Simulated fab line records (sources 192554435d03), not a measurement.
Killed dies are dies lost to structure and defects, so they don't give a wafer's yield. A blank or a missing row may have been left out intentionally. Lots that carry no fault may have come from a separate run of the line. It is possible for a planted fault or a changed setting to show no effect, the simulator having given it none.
What tool caused it? :: flow n5-finfet :: Sampling: 11 lots, 33 wafers, 4 of 1938 route steps

WHAT THE GAUGES SHOWED, per wafer
N5_FIN_CUT_CD_MEAS_08: target cd 29.1 nm.
lot: L722
measured: day 2 11:09
on: cd-sem-01
cd-nm (nm): 28.78 29.02 28.89

lot: L724
measured: day 2 21:08
on: cd-sem-02
cd-nm (nm): 29.06 29.02 29.26

lot: L725
measured: day 3 04:02
on: cd-sem-02
cd-nm (nm): 29.31 29.25 28.80

lot: L726
measured: day 3 09:33
on: cd-sem-03
cd-nm (nm): 28.94 29.09 29.12

lot: L731
measured: day 4 15:59
on: cd-sem-02
cd-nm (nm): 29.00 29.34 29.41

lot: L735
measured: day 5 14:14
on: cd-sem-02
cd-nm (nm): 30.62 30.50 30.85

lot: L736
measured: day 5 19:38
on: cd-sem-02
cd-nm (nm): 30.30 29.62 30.48

lot: L737
measured: day 6 03:47
on: cd-sem-03
cd-nm (nm): 28.93 29.04 28.86

lot: L739
measured: day 6 14:56
on: cd-sem-01
cd-nm (nm): 29.21 29.35 29.48

lot: L740
measured: day 6 21:07
on: cd-sem-03
cd-nm (nm): 29.11 29.40 28.98

lot: L742
measured: day 7 09:46
on: cd-sem-01
cd-nm (nm): 28.81 29.03 28.90

WHICH TOOL RAN EACH LOT (tool, then ch and the chambers of the sampled wafers, then the start)
lot: L722
N5_FIN_SAQP_SPACER2_ETCHBACK_29: rie-diel-01 ch 1,2,3, day 2 09:59
N5_FIN_SAQP_ETCH_64: rie-si-06 ch 0,2, day 2 10:34
N5_FIN_CUT_EXPOSE_05: euv-scanner-01 ch 0, day 2 11:01

lot: L724
N5_FIN_SAQP_SPACER2_ETCHBACK_29: rie-diel-04 ch 0,1,3, day 2 20:04
N5_FIN_SAQP_ETCH_64: rie-si-02 ch 0,3, day 2 20:34
N5_FIN_CUT_EXPOSE_05: euv-scanner-01 ch 0, day 2 21:01

lot: L725
N5_FIN_SAQP_SPACER2_ETCHBACK_29: rie-diel-01 ch 0,2, day 3 02:54
N5_FIN_SAQP_ETCH_64: rie-si-02 ch 1,2, day 3 03:28
N5_FIN_CUT_EXPOSE_05: euv-scanner-01 ch 0, day 3 03:55

lot: L726
N5_FIN_SAQP_SPACER2_ETCHBACK_29: rie-diel-03 ch 0,1,3, day 3 08:14
N5_FIN_SAQP_ETCH_64: rie-si-06 ch 0,1,3, day 3 08:51
N5_FIN_CUT_EXPOSE_05: euv-scanner-02 ch 0, day 3 09:25

lot: L731
N5_FIN_SAQP_SPACER2_ETCHBACK_29: rie-diel-03 ch 2,3, day 4 14:37
N5_FIN_SAQP_ETCH_64: rie-si-02 ch 0,3, day 4 15:17
N5_FIN_CUT_EXPOSE_05: euv-scanner-02 ch 0, day 4 15:53

lot: L735
N5_FIN_SAQP_SPACER2_ETCHBACK_29: rie-diel-03 ch 0,1,3, day 5 13:07
N5_FIN_SAQP_ETCH_64: rie-si-06 ch 1,3, day 5 13:38
N5_FIN_CUT_EXPOSE_05: euv-scanner-02 ch 0, day 5 14:06

lot: L736
N5_FIN_SAQP_SPACER2_ETCHBACK_29: rie-diel-04 ch 0,3, day 5 18:32
N5_FIN_SAQP_ETCH_64: rie-si-06 ch 1,2, day 5 19:03
N5_FIN_CUT_EXPOSE_05: euv-scanner-02 ch 0, day 5 19:30

lot: L737
N5_FIN_SAQP_SPACER2_ETCHBACK_29: rie-diel-01 ch 0,1,3, day 6 02:31
N5_FIN_SAQP_ETCH_64: rie-si-06 ch 1,2,3, day 6 03:05
N5_FIN_CUT_EXPOSE_05: euv-scanner-01 ch 0, day 6 03:38

lot: L739
N5_FIN_SAQP_SPACER2_ETCHBACK_29: rie-diel-03 ch 1,2,3, day 6 13:42
N5_FIN_SAQP_ETCH_64: rie-si-02 ch 0,2,3, day 6 14:14
N5_FIN_CUT_EXPOSE_05: euv-scanner-01 ch 0, day 6 14:48

lot: L740
N5_FIN_SAQP_SPACER2_ETCHBACK_29: rie-diel-04 ch 0,2,3, day 6 20:01
N5_FIN_SAQP_ETCH_64: rie-si-06 ch 2,3, day 6 20:32
N5_FIN_CUT_EXPOSE_05: euv-scanner-01 ch 0, day 6 20:59

lot: L742
N5_FIN_SAQP_SPACER2_ETCHBACK_29: rie-diel-04 ch 1,3, day 7 08:32
N5_FIN_SAQP_ETCH_64: rie-si-02 ch 0,3, day 7 09:03
N5_FIN_CUT_EXPOSE_05: euv-scanner-01 ch 0, day 7 09:38
- N5_FIN_SAQP_SPACER2_ETCHBACK_29: etches SiO2 in CHF3/O2, target depth 12.2 nm, time 6.1 s.
- N5_FIN_SAQP_ETCH_64: etches SiO2 in CF4, target depth 1.5 nm.
- N5_FIN_CUT_EXPOSE_05: exposes mask FIN CUT.

THE ANSWER, worked out from the rows above alone
Rule: what is usual is taken from the lots themselves. Put in order of their means at a reading, lots are off if they are a third of the lots or fewer, leave a main group of 4 or more, and stand apart from it by a gap of 3 or more times the standard deviation of the main group's means; of several such gaps the widest counts. The tables above print the reading to a certain number of digits; a main group whose means all agree to those digits is not used. A lot without any number at a reading at which 4 lots or more have one is off too. The other lots that the step has rows for count as sound.
Off: L735, L736 (N5_FIN_CUT_CD_MEAS_08, cd-nm). The main group: mean 29.09 nm, standard deviation 0.15.
A tool fits if, at a process step before that reading, it ran every lot that is off, and no sound lot after the first of them. Gauges at N5_FIN_CUT_CD_MEAS_08: tried the same way as those tools. 2 tools fit, euv-scanner-02 at N5_FIN_CUT_EXPOSE_05 and cd-sem-02 at N5_FIN_CUT_CD_MEAS_08, so this cannot tell which one it is.

WHAT THE SIMULATOR HAD PUT IN
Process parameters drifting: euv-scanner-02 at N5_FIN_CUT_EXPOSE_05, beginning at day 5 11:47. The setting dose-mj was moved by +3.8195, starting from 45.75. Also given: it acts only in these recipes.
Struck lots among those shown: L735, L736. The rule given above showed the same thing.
